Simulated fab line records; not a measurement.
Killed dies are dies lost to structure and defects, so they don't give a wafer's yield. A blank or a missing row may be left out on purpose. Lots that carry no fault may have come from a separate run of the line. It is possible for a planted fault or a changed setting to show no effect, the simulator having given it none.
A lot that was struck, set against a sound lot | flow n5 finfet | 17 steps out of a route of 1938
Sound: the wafers L956.1, L956.2, L956.5. Struck: wafers L963.2, L963.4, L963.6. The cause comes at the end.
For every step that has rows: the tool of each side, followed by ch and its chambers, followed by its first start. Under that, the readings that differ: sound wafers | struck wafers | difference of the means | sigmas: that difference in standard deviations of wafers without a fault.
alike: a reading whose means differ by less than 2 such deviations, as well as words and numbers matching on both sides. not compared: withheld readings; readings where some wafer has no value; bounds like >300 that might hide an equal value; numbers whose values overlap and for which the record gives no deviation.
A row with sigmas, a row that says differs or no value, or rows on one side alone: a step with any of these is where the two part. When numbers do not overlap yet have no deviation, they are printed without sigmas and do not part them. Lack of a reading on every wafer of one side parts them only where that side has two or more wafers.

first, 3 steps without rows for these wafers: N5_BEOL_M0_SAQP_STRIP_86 (strips in N2/H2); N5_BEOL_M0_SAQP_STRIP_115 (strips in post etch residue remover, time 60 s); N5_BEOL_M0_SAQP_SRD_93 (time 30 s).
N5_BEOL_M0_SAQP_RECESS_114: chemistry HF/NH3, target SiO2, target depth 14.4 nm, afs cycles 3, sublimation time 60 s.
  sound on vapor etch-01 ch 0,1, day 7 08:12; struck on vapor etch-02 ch 0,1, day 9 06:11
  alike: drypump motor current A
N5_BEOL_M0_SAQP_SPACER1_ALD_98: deposits SiO2, target thk 12.8 nm, pulse time 1 s, purge time 2 s.
  sound on ald sin-02 ch 0,1,2, day 7 08:56; struck on ald sin-02 ch 0,1,2, day 9 06:35
  alike: chamber pressure Torr, heater power w, precursor pulse height rel, susceptor temp C
N5_BEOL_M0_SAQP_SPACER1_ETCHBACK_99: etches SiO2 in CHF3/O2, target depth 15.4 nm, time 7.7 s.
  sound on rie diel-02 ch 1,2, day 7 09:26; struck on rie diel-01 ch 1,2,3, day 9 07:03
  alike: CHF3_flow_sccm, drypump motor current A, oes product au, rf vpp V, showerhead plenum p Torr, throttle valve pct
  not compared: rf hours counter h
then, 1 step without rows for these wafers: N5_BEOL_M0_SAQP_MANDREL1_REMOVE_100 (chemistry HBr/Cl2/O2, target a-Si, stops on SiNx, bt time 10 s).
N5_BEOL_M0_SAQP_CD_MEAS_25: the cd target is 13.1 nm.
  sound on cd sem-02 ch 0, day 7 09:38; struck on cd sem-01 ch 0, day 9 07:15
  alike: cd nm
then, 3 steps without rows for these wafers: N5_BEOL_M0_SAQP_ETCH_101 (etches SiNx in CH3F/O2, target depth 29.9 nm, time 42.7 s); N5_BEOL_M0_SAQP_ETCH_102 (etches SiO2 in CF4, target depth 4 nm, time 4.4 s); N5_BEOL_M0_SAQP_MANDREL_ETCH_103 (etches a-Si in HBr/Cl2, stops on SiCN, target depth 45 nm, bt time 10 s, time 27 s).
N5_BEOL_M0_SAQP_RECESS_104: chemistry HF/NH3, target SiO2, target depth 18 nm, afs cycles 3, sublimation time 60 s.
  sound on vapor etch-01 ch 0,1, day 7 10:07; struck on vapor etch-02 ch 0, day 9 07:36
  alike: drypump motor current A
N5_BEOL_M0_SAQP_COAT_105: time 60 s, resist thk 100 nm.
  sound on litho track-02 ch 0, day 7 10:29; struck on litho track-05 ch 0, day 9 07:59
  reading                                        | sound                | struck               | difference | sigmas
  dispense pressure kPa (kPa)                    | 56 56 56             | 41 41 41             | -15        | -2
  spin speed rpm (rpm)                           | 1498.2 1499.0 1500.1 | 1219.1 1218.2 1217.6 | -280.8     | -99 or more
  model.SOC_of_BEOL_M0_SAQP_COAT_105.thk nm (nm) | 100.2 100.2 100.2    | 110.6 110.8 110.8    | +10.5      |
then, 1 step without rows for these wafers: N5_BEOL_M0_SAQP_ETCH_106 (etches SOC in N2/H2, stops on SiNx, target depth 150 nm).
N5_BEOL_M0_SAQP_ETCH_107: etches SiNx in CH3F/O2, target depth 30 nm.
  sound on rie diel-02 ch 0,3, day 7 10:38; struck on rie diel-02 ch 1,2,3, day 9 08:07
  reading                                        | sound          | struck     | difference | sigmas
  model.SOC_of_BEOL_M0_SAQP_COAT_105.thk nm (nm) | 12.8 12.6 12.8 | 24 22.8 23 | +11        |
  alike: drypump motor current A, oes product au, rf vpp V, showerhead plenum p Torr, throttle valve pct
  not compared: rf hours counter h
N5_BEOL_M0_SAQP_STRIP_108: strips in N2/H2.
  sound on rie diel-02 ch 0,3, day 7 10:40; struck on rie diel-02 ch 1,2,3, day 9 08:09
  alike: drypump motor current A, oes product au, rf vpp V, showerhead plenum p Torr, throttle valve pct
  not compared: rf hours counter h
-- record jumps: 2 days separate the struck wafers' starts on either side; left off in module BEOL_M0_SAQP, taken up again in module BEOL_M4, whose first shown step is the route's number 1111 --
N5_BEOL_M4_RC_MEAS_101:
  sound on prober-01 ch 0, day 9 18:40; struck on prober-02 ch 0, day 11 18:56
  reading        | sound          | struck         | difference | sigmas
  IOFF_P (nA/um) | 0.24 0.16 0.18 | 0.24 0.30 0.25 | +0.07      | +2
  ION_P (uA/um)  | 460 451 460    | 470 478 471    | +16        | +2
  VT_P (mV)      | -249 -255 -256 | -247 -245 -246 | +7         | +2
  alike: DIBL_N, DIBL_P, IOFF_N, ION_N, SS_N, SS_P, VT_N

WHERE THEY PART
First at N5_BEOL_M0_SAQP_COAT_105; last, within this record, at N5_BEOL_M4_RC_MEAS_101.

WHY: what the simulator had put in
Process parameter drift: litho track-05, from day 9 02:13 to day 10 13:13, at N5_BEOL_M0_SAQP_COAT_105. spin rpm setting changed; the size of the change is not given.
